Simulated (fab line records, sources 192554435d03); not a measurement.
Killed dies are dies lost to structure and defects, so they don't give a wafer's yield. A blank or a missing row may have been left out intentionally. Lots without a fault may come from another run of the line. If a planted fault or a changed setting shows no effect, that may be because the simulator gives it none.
Split-lot study + flow n5Finfet + 7 lots, 21 wafers read, on a route of 1938 steps

## THE SPLIT
At N5_BEOL_M4_ETCH_64 (etches SOC in N2/H2, target depth 75 nm, overetch 22.5 nm, time 121.9 s), the setting biasW was moved away from the recipe's 150 W on 9 of the 21 wafers read, by -16.9% to +15.6%. The other wafers ran this setting at the recipe's value.

Reading taken at the split's own step.

## THE READING
rfVppV, in V, at N5_BEOL_M4_ETCH_64 (etches SOC in N2/H2, target depth 75 nm, overetch 22.5 nm, time 121.9 s). On this fab line, fault-free wafers typically give 525.2 V with a standard deviation of 2.4 V.

| wafer  | tool, chamber at the split | biasW as run, W | against the recipe | rfVppV, V | against lot-mates on the recipe |
|--------|----------------------------|-----------------|--------------------|-----------|---------------------------------|
| L079.3 | rieDiel-04, 1              | 159             | +6.0%              | 545.7     | +19.7                           |
| L079.4 | rieDiel-04, 3              | 150             | recipe             | 525.1     | -                               |
| L079.6 | rieDiel-04, 1              | 150             | recipe             | 526.9     | -                               |
| L081.1 | rieDiel-05, 0              | 150             | recipe             | 527.5     | -                               |
| L081.2 | rieDiel-05, 1              | 159.4           | +6.3%              | 548.9     | +23.9                           |
| L081.4 | rieDiel-05, 2              | 150             | recipe             | 522.6     | -                               |
| L088.1 | rieDiel-04, 0              | 150             | recipe             | 520.6     | -                               |
| L088.3 | rieDiel-04, 2              | 173.4           | +15.6%             | 577.8     | +53.5                           |
| L088.4 | rieDiel-04, 2              | 150             | recipe             | 527.9     | -                               |
| L091.2 | rieDiel-05, 3              | 124.6           | -16.9%             | 467.7     | -57.6                           |
| L091.3 | rieDiel-05, 1              | 150             | recipe             | 525.3     | -                               |
| L091.5 | rieDiel-05, 1              | 124.6           | -16.9%             | 468.8     | -56.5                           |
| L094.3 | rieDiel-04, 0              | 150             | recipe             | 522.0     | -                               |
| L094.4 | rieDiel-04, 1              | 160.8           | +7.2%              | 549.3     | +27.3                           |
| L094.6 | rieDiel-04, 3              | 160.8           | +7.2%              | 547.7     | +25.7                           |
| L096.3 | rieDiel-05, 1              | 150             | recipe             | 526.2     | -                               |
| L096.4 | rieDiel-05, 0              | 150             | recipe             | 528.4     | -                               |
| L096.6 | rieDiel-05, 1              | 150             | recipe             | 525.7     | -                               |
| L095.2 | rieDiel-05, 0              | 150             | recipe             | 526.9     | -                               |
| L095.3 | rieDiel-05, 3              | 135.2           | -9.9%              | 491.7     | -35.2                           |
| L095.6 | rieDiel-05, 2              | 135.2           | -9.9%              | 487.4     | -39.5                           |

FIT RESULTS
A straight line over all 21 wafers: rfVppV changes by +3.41 V for each +1% of biasW; r = +1.00; the points scatter about the line by 2.3 V.
The same after taking each lot's own level away (the mean of its wafers on the recipe; 21 wafers): +3.49 V for each +1%; r = +1.00; scatter 2.2 V.
The reading moves by 59 V for the largest change in biasW, on that fit.
Measured against the standard deviation above, the lots' own levels, which go from 522.00 to 526.90 V, span 2.0 times it.
Hence the lot-to-lot level has little effect on the slope; both slopes agree.
Check: -59.6 V against its lot-mates is what the line predicts for one of the wafers moved furthest among these (-16.9%) when that wafer is left out of the fit. It came out at -57.6 V against them.
Tool readings at the split's step, against how far the setting was moved: rfVppV r = +1.00.

## FURTHER SPLITS ON THESE WAFERS
Before the reading, these wafers also passed through other splits. Each is held against what the fit with the lots' levels taken away leaves over:
| other split on the same wafers  | wafers away from the commonest value | r with rfVppV (lot level and that fit taken away) |
|---------------------------------|--------------------------------------|---------------------------------------------------|
| N5_BEOL_M2_DESCUM_33 timeS      | 4                                    | -0.24                                             |
| N5_BEOL_M2_TRENCH_ETCH_37 timeS | 5                                    | +0.07                                             |
| N5_BEOL_M3_ETCH_64 biasW        | 7                                    | -0.47                                             |
| N5_BEOL_M3_COAT_22 spinRpm      | 10                                   | +0.41                                             |

## THE WHOLE CHAIN: every reading that the file lists as answering this split, in the file's order
| step               | what it does                                                            | reading                                                                         | change (the file's fit)                | r (the file's) |
|--------------------|-------------------------------------------------------------------------|---------------------------------------------------------------------------------|----------------------------------------|----------------|
| N5_BEOL_M4_ETCH_64 | etches SOC in N2/H2, target depth 75 nm, overetch 22.5 nm, time 121.9 s | rfVppV                                                                          | +3.48 V for each +1% of the setting    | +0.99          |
| N5_BEOL_M4_ETCH_64 | etches SOC in N2/H2, target depth 75 nm, overetch 22.5 nm, time 121.9 s | SiARC_of_BEOL_M4_COAT_62.thkNm (the simulator's own value, which no gauge read) | -0.0685 nm for each +1% of the setting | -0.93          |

## THE FILE'S OWN FIT
rfVppV changes by +3.48 V for each +1% of biasW, r = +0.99.
